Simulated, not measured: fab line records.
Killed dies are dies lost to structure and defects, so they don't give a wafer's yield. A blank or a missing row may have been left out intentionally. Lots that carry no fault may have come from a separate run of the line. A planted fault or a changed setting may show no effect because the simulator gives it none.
fab line records + flow nandHarc
record
- lots=14
- wafers=42
- lastDay=23
route steps=1159 shown A_M0@1004 A_M1@1035
lots that met no fault: taken from a fault-free run of the same line
startH: hours from the record's opening day to when the first of the lot's shown wafers began + waitH: hours since the lot's step before + " as in the row above + L1.1+2: a row that stands for several wafers + - no value, or no start was given + * or withheld: withheld + < > ~ a bound
route shown NAME@n: NAME is a module with steps in the file, n the number in the route of the first one + usual: mean/standard deviation taken from wafers without a fault + same: alike in all rows + chamber/n: place in a boat + sites: per-site readings + _std_site: the standard deviation of these + _edge_site: mean of outer sites minus mean of inner sites + radiusMm: for every site, how far away it sits from the centre of the wafer + mask NAME#n: copy n + behind: the most recent tool/chamber to have shaped the wafer + hold: why the lot went on hold/how many hours it stayed there/how the hold came to an end + device: transistor that didn't switch, given as n, p or np + end of line: the tests these same wafers got at the end of their route + for a step that has no rows: nothing shown but its recipe + killed: not the wafer's yield, but the dies lost to structure and defects at the first sort + map: shows each die of a wafer: x if killed, . if not, _ if none is there
set.NAME: the setting that was run; set.NAME@STEP: the one run at that earlier step + model.NAME: the simulator's own value behind a step, which no gauge read
steps of the route over a sample of lots; a table a step, a row a wafer
services: the hour from which a tool's chamber was out of use, counted from the record's first day as startH (under 0 if before that day), plus the number of hours and why
## steps
# step NHARC_A_M0_CD_MEAS_09
# recipe
- targetCdNm=80
- landingEnergyEv=500
# usual
- cdNm=80.3/0.98
| lot.wafer | tool     | chamber | startH | waitH | cdNm |
|-----------|----------|---------|--------|-------|------|
| L379.1    | cdSem-02 | 0       | 410.94 | -     | 80.4 |
| L379.2    | "        | 0       | "      | "     | 79.2 |
| L379.6    | "        | 0       | "      | "     | 80.6 |
| L381.1    | cdSem-01 | 0       | 415.27 | -     | 78.5 |
| L381.3    | "        | 0       | "      | "     | 79.0 |
| L381.6    | "        | 0       | "      | "     | 78.8 |
| L382.2    | cdSem-03 | 0       | 417.93 | -     | 80.3 |
| L382.4    | "        | 0       | "      | "     | 81.2 |
| L382.6    | "        | 0       | "      | "     | 80.8 |
| L386.2    | cdSem-02 | 0       | 427.18 | -     | 79.2 |
| L386.4    | "        | 0       | "      | "     | 79.9 |
| L386.5    | "        | 0       | "      | "     | 80.9 |
| L383.1    | cdSem-02 | 0       | 430.90 | -     | 79.7 |
| L383.2    | "        | 0       | "      | "     | 80.4 |
| L383.4    | "        | 0       | "      | "     | 79.1 |
| L384.1    | cdSem-02 | 0       | 431.49 | -     | 80.0 |
| L384.3    | "        | 0       | "      | "     | 80.2 |
| L384.6    | "        | 0       | "      | "     | 80.0 |
| L387.1    | cdSem-02 | 0       | 456.43 | -     | 79.6 |
| L387.3    | "        | 0       | "      | "     | 80.5 |
| L387.4    | "        | 0       | "      | "     | 80.3 |
| L389.1    | cdSem-02 | 0       | 456.82 | -     | 79.6 |
| L389.2    | "        | 0       | "      | "     | 77.4 |
| L389.6    | "        | 0       | "      | "     | 79.5 |
| L385.1    | cdSem-03 | 0       | 461.66 | -     | 80.7 |
| L385.5    | "        | 0       | "      | "     | 80.6 |
| L385.6    | "        | 0       | "      | "     | 80.6 |
| L390.1    | cdSem-03 | 0       | 486.47 | -     | 80.5 |
| L390.5    | "        | 0       | "      | "     | 81.5 |
| L390.6    | "        | 0       | "      | "     | 80.3 |
| L391.1    | cdSem-03 | 0       | 505.97 | -     | 80.0 |
| L391.2    | "        | 0       | "      | "     | 77.8 |
| L391.4    | "        | 0       | "      | "     | 79.7 |
| L393.1    | cdSem-01 | 0       | 506.75 | -     | 79.3 |
| L393.3    | "        | 0       | "      | "     | 78.6 |
| L393.4    | "        | 0       | "      | "     | 80.2 |
| L400.1    | cdSem-03 | 0       | 542.85 | -     | 82.0 |
| L400.4    | "        | 0       | "      | "     | 82.1 |
| L400.6    | "        | 0       | "      | "     | 80.2 |
| L402.2    | cdSem-03 | 0       | 543.30 | -     | 81.2 |
| L402.4    | "        | 0       | "      | "     | 82.1 |
| L402.5    | "        | 0       | "      | "     | 81.7 |
# step NHARC_A_M0_PRE_CLEAN_29
# recipe
- timeS=30
- tempC=280
- gas=H2/He
# usual
- heaterPowerW=425/46
| lot.wafer | tool          | chamber | startH | waitH | heaterPowerW |
|-----------|---------------|---------|--------|-------|--------------|
| L379.1    | pvdSputter-03 | -       | -      | -     | 358          |
| L379.2    | "             | -       | "      | "     | 387          |
| L379.6    | "             | -       | "      | "     | 368          |
| L381.3    | pvdSputter-01 | -       | -      | -     | 413          |
| L381.1    | "             | -       | "      | "     | 442          |
| L381.6    | "             | -       | "      | "     | 406          |
| L382.2    | pvdSputter-03 | -       | -      | -     | 409          |
| L382.4    | "             | -       | "      | "     | 364          |
| L382.6    | "             | -       | "      | "     | 469          |
| L386.2    | pvdSputter-03 | -       | -      | -     | 361          |
| L386.4    | "             | -       | "      | "     | 479          |
| L386.5    | "             | -       | "      | "     | 419          |
| L383.2    | pvdSputter-03 | -       | -      | -     | 351          |
| L383.4    | "             | -       | "      | "     | 394          |
| L383.1    | "             | -       | "      | "     | 415          |
| L384.1    | pvdSputter-01 | -       | -      | -     | 502          |
| L384.3    | "             | -       | "      | "     | 401          |
| L384.6    | "             | -       | "      | "     | 398          |
| L387.4    | pvdSputter-01 | -       | -      | -     | 502          |
| L387.3    | "             | -       | "      | "     | 417          |
| L387.1    | "             | -       | "      | "     | 392          |
| L389.2    | pvdSputter-01 | -       | -      | -     | 404          |
| L389.1    | "             | -       | "      | "     | 399          |
| L389.6    | "             | -       | "      | "     | 419          |
| L385.1    | pvdSputter-02 | -       | -      | -     | 473          |
| L385.5    | "             | -       | "      | "     | 358          |
| L385.6    | "             | -       | "      | "     | 462          |
| L390.1    | pvdSputter-01 | -       | -      | -     | 398          |
| L390.6    | "             | -       | "      | "     | 397          |
| L390.5    | "             | -       | "      | "     | 508          |
| L391.4    | pvdSputter-02 | -       | -      | -     | 361          |
| L391.1    | "             | -       | "      | "     | 458          |
| L391.2    | "             | -       | "      | "     | 452          |
| L393.4    | pvdSputter-02 | -       | -      | -     | 354          |
| L393.1    | "             | -       | "      | "     | 464          |
| L393.3    | "             | -       | "      | "     | 463          |
| L400.1    | pvdSputter-02 | -       | -      | -     | 474          |
| L400.4    | "             | -       | "      | "     | 456          |
| L400.6    | "             | -       | "      | "     | 477          |
| L402.4    | pvdSputter-03 | -       | -      | -     | 360          |
| L402.2    | "             | -       | "      | "     | 389          |
| L402.5    | "             | -       | "      | "     | 357          |
# step NHARC_A_M1_DEVELOP_08
# recipe
- developTimeS=35
- devTempC=23
# usual
- chillPlateTempC=22.97/0.097
- developTimeS=35/0
| lot.wafer | tool          | chamber | startH | waitH | chillPlateTempC | developTimeS |
|-----------|---------------|---------|--------|-------|-----------------|--------------|
| L379.1    | lithoTrack-04 | 0       | 414    | -     | 22.98           | 35           |
| L379.2    | "             | 0       | "      | "     | 23.04           | 35           |
| L379.6    | "             | 0       | "      | "     | 23.08           | 35           |
| L381.1    | lithoTrack-04 | 0       | 419    | -     | 23.11           | 35           |
| L381.3    | "             | 0       | "      | "     | 22.89           | 35           |
| L381.6    | "             | 0       | "      | "     | 22.92           | 35           |
| L382.2    | lithoTrack-04 | 0       | 422    | -     | 23.03           | 35           |
| L382.4    | "             | 0       | "      | "     | 23.11           | 35           |
| L382.6    | "             | 0       | "      | "     | 23.13           | 35           |
| L386.2    | lithoTrack-06 | 0       | 431    | -     | 23.12           | 35           |
| L386.4    | "             | 0       | "      | "     | 23.06           | 35           |
| L386.5    | "             | 0       | "      | "     | 22.99           | 35           |
| L383.1    | lithoTrack-06 | 0       | 434    | -     | 22.86           | 35           |
| L383.2    | "             | 0       | "      | "     | 22.86           | 35           |
| L383.4    | "             | 0       | "      | "     | 22.86           | 35           |
| L384.1    | lithoTrack-01 | 0       | 435    | -     | 22.90           | 35           |
| L384.3    | "             | 0       | "      | "     | 22.87           | 35           |
| L384.6    | "             | 0       | "      | "     | 22.89           | 35           |
| L387.1    | lithoTrack-01 | 0       | 460    | -     | 22.98           | 35           |
| L387.3    | "             | 0       | "      | "     | 22.99           | 35           |
| L387.4    | "             | 0       | "      | "     | 22.97           | 35           |
| L389.1    | lithoTrack-06 | 0       | 461    | -     | 22.97           | 35           |
| L389.2    | "             | 0       | "      | "     | 23.08           | 35           |
| L389.6    | "             | 0       | "      | "     | 23.08           | 35           |
| L385.1    | lithoTrack-01 | 0       | 465    | -     | 22.82           | 35           |
| L385.5    | "             | 0       | "      | "     | 22.96           | 35           |
| L385.6    | "             | 0       | "      | "     | 22.97           | 35           |
| L390.1    | lithoTrack-01 | 0       | 490    | -     | 22.96           | 35           |
| L390.5    | "             | 0       | "      | "     | 23.13           | 35           |
| L390.6    | "             | 0       | "      | "     | 23.11           | 35           |
| L391.1    | lithoTrack-01 | 0       | 510    | -     | 22.97           | 35           |
| L391.2    | "             | 0       | "      | "     | 23.12           | 35           |
| L391.4    | "             | 0       | "      | "     | 22.97           | 35           |
| L393.1    | lithoTrack-01 | 0       | 510    | -     | 22.95           | 35           |
| L393.3    | "             | 0       | "      | "     | 22.84           | 35           |
| L393.4    | "             | 0       | "      | "     | 22.86           | 35           |
| L400.1    | lithoTrack-04 | -       | 546    | -     | -               | -            |
| L400.4    | "             | -       | "      | "     | -               | -            |
| L400.6    | "             | -       | "      | "     | -               | -            |
| L402.2    | lithoTrack-01 | -       | 547    | -     | -               | -            |
| L402.4    | "             | -       | "      | "     | -               | -            |
| L402.5    | "             | -       | "      | "     | -               | -            |
# step NHARC_A_M1_ETCH_28
# recipe
- targetDepthA=300
- overEtchFrac=0.3
- timeS=72.99
- ionEnergyEv=150
- cf4FlowSccm=50
- n2FlowSccm=100
- arFlowSccm=150
- rfW=300
- biasW=100
- chemistry=CF4/N2
# usual
- drypumpMotorCurrentA=5.9/0.43
- oesProductAu=1.001/0.012
- rfVppV=313.8/2
- showerheadPlenumPTorr=2.60/0.11
- throttleValvePct=19.795/0.0091
| lot.wafer | tool       | chamber | startH | waitH | drypumpMotorCurrentA | oesProductAu | rfHoursCounterH | rfVppV | showerheadPlenumPTorr | throttleValvePct |
|-----------|------------|---------|--------|-------|----------------------|--------------|-----------------|--------|-----------------------|------------------|
| L379.1    | rieDiel-11 | 1       | -      | -     | 5.9                  | 1.003        | 4               | 315.3  | 2.68                  | 19.803           |
| L379.2    | "          | 2       | "      | "     | 5.5                  | 0.996        | 4               | 312.7  | 2.49                  | 19.808           |
| L379.6    | "          | 1       | "      | "     | 5.9                  | 1.004        | -               | 316.0  | 2.68                  | 19.790           |
| L381.1    | rieDiel-08 | 3       | -      | -     | 5.2                  | 1.001        | 3               | 314.0  | 2.62                  | 19.809           |
| L381.3    | "          | 0       | "      | "     | 6.1                  | 0.989        | 3               | 316.2  | 2.82                  | 19.784           |
| L381.6    | "          | 1       | "      | "     | 6.8                  | 0.997        | -               | 312.7  | 2.58                  | 19.790           |
| L382.2    | rieDiel-07 | 0       | -      | -     | 5.6                  | 0.973        | 0               | 315.5  | 2.62                  | 19.799           |
| L382.4    | "          | 3       | "      | "     | 6.3                  | 1.021        | 0               | 311.6  | 2.45                  | 19.786           |
| L382.6    | "          | 1       | "      | "     | 6.0                  | 0.998        | -               | 312.2  | 2.52                  | 19.796           |
| L386.2    | rieDiel-07 | 2       | -      | -     | 6.1                  | 0.995        | 1               | 314.3  | 2.64                  | 19.788           |
| L386.5    | "          | 2       | "      | "     | 6.1                  | 1.010        | -               | 314.5  | 2.64                  | 19.815           |
| L386.4    | "          | 0       | "      | "     | 5.6                  | 0.972        | -               | 315.3  | 2.62                  | 19.792           |
| L383.1    | rieDiel-11 | 3       | -      | -     | 5.6                  | 1.010        | 5               | 317.6  | 2.75                  | 19.794           |
| L383.2    | "          | 0       | "      | "     | 5.8                  | 1.019        | 5               | 313.8  | 2.53                  | 19.807           |
| L383.4    | "          | 2       | "      | "     | 5.6                  | 1.004        | 5               | 311.8  | 2.49                  | 19.787           |
| L384.3    | rieDiel-08 | 1       | -      | -     | 6.9                  | 1.001        | 4               | 313.6  | 2.58                  | 19.782           |
| L384.1    | "          | 2       | "      | "     | 5.4                  | 0.995        | 3               | 311.8  | 2.48                  | 19.793           |
| L384.6    | "          | 2       | "      | "     | 5.3                  | 0.993        | -               | 311.2  | 2.48                  | 19.801           |
| L387.1    | rieDiel-07 | 1       | -      | -     | 5.9                  | 0.984        | 4               | 310.7  | 2.52                  | 19.796           |
| L387.4    | "          | 2       | "      | "     | 6.1                  | 1.000        | 3               | 314.3  | 2.64                  | 19.790           |
| L387.3    | "          | 0       | "      | "     | 5.6                  | 0.985        | 4               | 314.6  | 2.61                  | 19.803           |
| L389.2    | rieDiel-11 | 3       | -      | -     | 5.6                  | 1.024        | 6               | 316.2  | 2.75                  | 19.791           |
| L389.1    | "          | 2       | "      | "     | 5.6                  | 1.000        | 7               | 312.0  | 2.49                  | 19.797           |
| L389.6    | "          | 3       | "      | "     | 5.6                  | 1.005        | -               | 315.8  | 2.75                  | 19.795           |
| L385.1    | rieDiel-08 | 2       | -      | -     | 5.4                  | 0.998        | 4               | 311.1  | 2.48                  | 19.807           |
| L385.5    | "          | 3       | "      | "     | 5.1                  | 0.993        | -               | 314.7  | 2.62                  | 19.811           |
| L385.6    | "          | 0       | "      | "     | 6.2                  | 0.985        | -               | 318.5  | 2.81                  | 19.802           |
| L390.1    | rieDiel-07 | 1       | -      | -     | 6.0                  | 0.998        | 6               | 311.5  | 2.52                  | 19.796           |
| L390.5    | "          | 3       | "      | "     | 6.3                  | 1.010        | -               | 312.3  | 2.45                  | 19.791           |
| L390.6    | "          | 0       | "      | "     | 5.6                  | 0.987        | -               | 314.9  | 2.61                  | 19.791           |
| L391.1    | rieDiel-11 | 1       | -      | -     | 5.8                  | 1.011        | 11              | 316.5  | 2.67                  | 19.781           |
| L391.2    | "          | 2       | "      | "     | 5.5                  | 1.009        | 10              | 310.8  | 2.49                  | 19.789           |
| L391.4    | "          | 3       | "      | "     | 5.6                  | 1.003        | 9               | 316.5  | 2.75                  | 19.810           |
| L393.3    | rieDiel-08 | 3       | -      | -     | 5.1                  | 0.998        | 1               | 312.6  | 2.62                  | 19.801           |
| L393.1    | "          | 0       | "      | "     | 6.2                  | 0.985        | 1               | 315.9  | 2.81                  | 19.786           |
| L393.4    | "          | 2       | "      | "     | 5.4                  | 1.010        | 1               | 311.2  | 2.48                  | 19.794           |
| L400.4    | rieDiel-07 | 1       | -      | -     | 5.9                  | 0.994        | 9               | 312.3  | 2.52                  | 19.804           |
| L400.1    | "          | 2       | "      | "     | 6.1                  | 1.002        | 9               | 314.8  | 2.64                  | 19.789           |
| L400.6    | "          | 0       | "      | "     | 5.6                  | 0.976        | -               | 314.5  | 2.61                  | 19.791           |
| L402.2    | rieDiel-08 | 1       | -      | -     | 6.8                  | 0.996        | 2               | 314.4  | 2.58                  | 19.800           |
| L402.4    | "          | 2       | "      | "     | 5.4                  | 1.008        | 2               | 311.7  | 2.48                  | 19.803           |
| L402.5    | "          | 3       | "      | "     | 5.1                  | 1.000        | -               | 314.6  | 2.62                  | 19.796           |
## services
| tool          | chamber | startH | hours | kind      |
|---------------|---------|--------|-------|-----------|
| pvdSputter-03 | -       | 389.57 | 1.7   | repair    |
| pvdSputter-02 | -       | 395.21 | 10.0  | pm        |
| rieDiel-07    | -       | 405.20 | 9.0   | pm        |
| rieDiel-07    | 0       | 405.20 | 9.0   | ventCycle |
| rieDiel-07    | 1       | 405.20 | 9.0   | ventCycle |
| rieDiel-07    | 2       | 405.20 | 9.0   | ventCycle |
| rieDiel-07    | 3       | 405.20 | 9.0   | ventCycle |
| rieDiel-08    | 0       | 408.98 | 2.5   | repair    |
| rieDiel-07    | 3       | 430.88 | 7.1   | repair    |
| rieDiel-07    | 2       | 432.46 | 5.2   | repair    |
| lithoTrack-01 | -       | 443.00 | 7.0   | pm        |
| rieDiel-07    | 3       | 451.75 | 2.3   | repair    |
| pvdSputter-03 | -       | 458.00 | 10.0  | pm        |
| pvdSputter-02 | -       | 465.80 | 1.1   | repair    |
| lithoTrack-06 | -       | 467.00 | 7.0   | pm        |
| rieDiel-08    | -       | 478.85 | 9.0   | pm        |
| rieDiel-11    | 3       | 485.16 | 3.7   | repair    |
| lithoTrack-04 | -       | 491.00 | 7.0   | pm        |
| pvdSputter-03 | -       | 494.74 | 2.8   | repair    |
| rieDiel-07    | -       | 497.73 | 1.3   | repair    |
| rieDiel-07    | 1       | 512.92 | 2.5   | repair    |
| pvdSputter-03 | -       | 517.47 | 1.9   | repair    |
| pvdSputter-01 | -       | 537.83 | 10.0  | pm        |
| rieDiel-11    | -       | 543.50 | 9.0   | pm        |
## key
firstSign
- step=NHARC_A_M1_DEVELOP_08
- reading=toolRecord
- direction=missing
effect none on later readings
metAt NHARC_A_M1_DEVELOP_08
struckLots L400,L402
laterRowsLeftOut L400.1,L400.4,L400.6,L402.2,L402.4,L402.5
sortLeftOut L400.1,L400.4,L400.6,L402.2,L402.4,L402.5
notActingAt NHARC_A_M0_CD_MEAS_09,NHARC_A_M0_PRE_CLEAN_29,NHARC_A_M1_ETCH_28
onsetBetween 510 546
fault
- kind=skippedStepWhole
- tool=lithoTrack-01,lithoTrack-04
- chamber=-
- onsetH=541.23
- steps=NHARC_A_M1_DEVELOP_08
- scope=struckLotsOnly
# sortLeftOut: the simulated sort isn't trusted on such a fault, so these wafers' sort isn't shown, and their yield isn't known
# laterRowsLeftOut: the simulator's readings of these wafers behind a module that went badly wrong aren't trusted and aren't shown, but for the sort
